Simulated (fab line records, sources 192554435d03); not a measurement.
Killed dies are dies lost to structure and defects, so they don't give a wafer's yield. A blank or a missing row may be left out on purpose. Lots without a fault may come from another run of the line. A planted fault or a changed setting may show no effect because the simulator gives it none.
Split-lot experiment | flow n5_finfet | 7 lots, 21 wafers read, on a route of 1938 steps

THE SPLIT
At N5_BEOL_M15_PEB_26 (peb time 90 s), the setting peb_temp_c was moved away from the recipe's 130 C on 8 of the 21 wafers read, by -1.2% to +2.6%. The other wafers ran this setting at the recipe's value.

FROM THE SPLIT TO THE READING: what the file shows between them, 5 steps
- N5_BEOL_M15_DEVELOP_27: develop time 45 s
- N5_BEOL_M15_HARDBAKE_32: time 120 s
- N5_BEOL_M15_CD_MEAS_28: target cd 407.6 nm
- N5_BEOL_M15_DESCUM_33: chemistry O2, time 7.9 s
- N5_BEOL_M15_ETCH_61: etches BARC in N2/H2, target depth 89 nm, overetch 26.7 nm, time 67.9 s

THE READING
BEOL_M15.cd_nm (the simulator's own value, which no gauge read), in nm, at N5_BEOL_M15_TRENCH_ETCH_34 (etches SiO2 in C4F8/O2/Ar, target depth 872.93 nm, time 199 s). The file gives no usual value for it. The 13 wafers here that ran the recipe average 399.1 nm, standard deviation 3.2 nm.

wafer  | tool, chamber at the split | peb_temp_c as run, C | against the recipe | BEOL_M15.cd_nm, nm | against lot-mates on the recipe
L074.1 | litho_track-01, 0          | 130                  | recipe             | 401.6              | -
L074.2 | litho_track-01, 0          | 130                  | recipe             | 392.6              | -
L074.4 | litho_track-01, 0          | 130                  | recipe             | 400                | -
L077.1 | litho_track-04, 0          | 128.4                | -1.2%              | 394.2              | -2.2
L077.5 | litho_track-04, 0          | 128.4                | -1.2%              | 394.4              | -2.0
L077.6 | litho_track-04, 0          | 130                  | recipe             | 396.4              | -
L079.1 | litho_track-01, 0          | 133.4                | +2.6%              | 416.4              | +15.2
L079.2 | litho_track-01, 0          | 130                  | recipe             | 401.2              | -
L079.3 | litho_track-01, 0          | 130                  | recipe             | 401.2              | -
L080.1 | litho_track-04, 0          | 130                  | recipe             | 401.6              | -
L080.4 | litho_track-04, 0          | 130                  | recipe             | 400.4              | -
L080.6 | litho_track-04, 0          | 130                  | recipe             | 399                | -
L084.2 | litho_track-01, 0          | 130                  | recipe             | 401.4              | -
L084.3 | litho_track-01, 0          | 131.4                | +1.1%              | 413.2              | +11.8
L084.6 | litho_track-01, 0          | 131.4                | +1.1%              | 412.8              | +11.4
L090.2 | litho_track-04, 0          | 131.6                | +1.2%              | 410.4              | +11.6
L090.4 | litho_track-04, 0          | 130                  | recipe             | 398.8              | -
L090.5 | litho_track-04, 0          | 131.6                | +1.2%              | 408.4              | +9.6
L092.1 | litho_track-02, 0          | 130                  | recipe             | 392.2              | -
L092.2 | litho_track-02, 0          | 133                  | +2.3%              | 411.4              | +14.5
L092.3 | litho_track-02, 0          | 130                  | recipe             | 401.6              | -

THE FIT
A straight line over all 21 wafers: BEOL_M15.cd_nm changes by +6.49 nm for each +1% of peb_temp_c; r = +0.87; the points scatter about the line by 3.6 nm.
The same after taking each lot's own level away (the mean of its wafers on the recipe; 21 wafers): +5.83 nm for each +1%; r = +0.87; scatter 3.2 nm.
On that fit, the largest move of peb_temp_c shifts the reading by 15 nm.
The lots' own levels span 396.40 to 401.40 nm, that is 1.6 times the standard deviation above.
So the lot-to-lot level changes the slope: the two fits differ.
Check: with one of the wafers moved furthest among these (+2.6%) left out of the fit, the line predicts +17.3 nm for it against its lot-mates. It came out at +15.2 nm against them.

THE WHOLE CHAIN: every reading that the file lists as answering this split, in the file's order
step                       | what it does                                                            | reading                                                         | change (the file's fit)                                                                 | r (the file's)
N5_BEOL_M15_ETCH_61        | etches BARC in N2/H2, target depth 89 nm, overetch 26.7 nm, time 67.9 s | BEOL_M15.cd_nm (the simulator's own value, which no gauge read) | +6.32 nm for each +1% of the setting                                                    | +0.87
N5_BEOL_M15_TRENCH_ETCH_34 | etches SiO2 in C4F8/O2/Ar, target depth 872.93 nm, time 199 s           | BEOL_M15.cd_nm (the simulator's own value, which no gauge read) | +6.2 nm for each +1% of the setting                                                     | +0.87
N5_BEOL_M15_CD_MEAS_28     | target cd 407.6 nm                                                      | cd_nm                                                           | +5.07 nm for each +1% of the setting, in a fit together with dose_mj@BEOL_M15_EXPOSE_25 | 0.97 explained
N5_BEOL_M15_DESCUM_33      | chemistry O2, time 7.9 s                                                | BEOL_M15.cd_nm (the simulator's own value, which no gauge read) | +4.96 nm for each +1% of the setting, in a fit together with dose_mj@BEOL_M15_EXPOSE_25 | 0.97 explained
N5_BEOL_M15_ETCH_38        | etches SiCN in CF4/N2, target depth 106.4 nm, time 120.5 s              | BEOL_M15.cd_nm (the simulator's own value, which no gauge read) | +5.2 nm for each +1% of the setting, in a fit together with dose_mj@BEOL_M15_EXPOSE_25  | 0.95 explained

THE FILE'S OWN FIT
BEOL_M15.cd_nm changes by +6.2 nm for each +1% of peb_temp_c, r = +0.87.
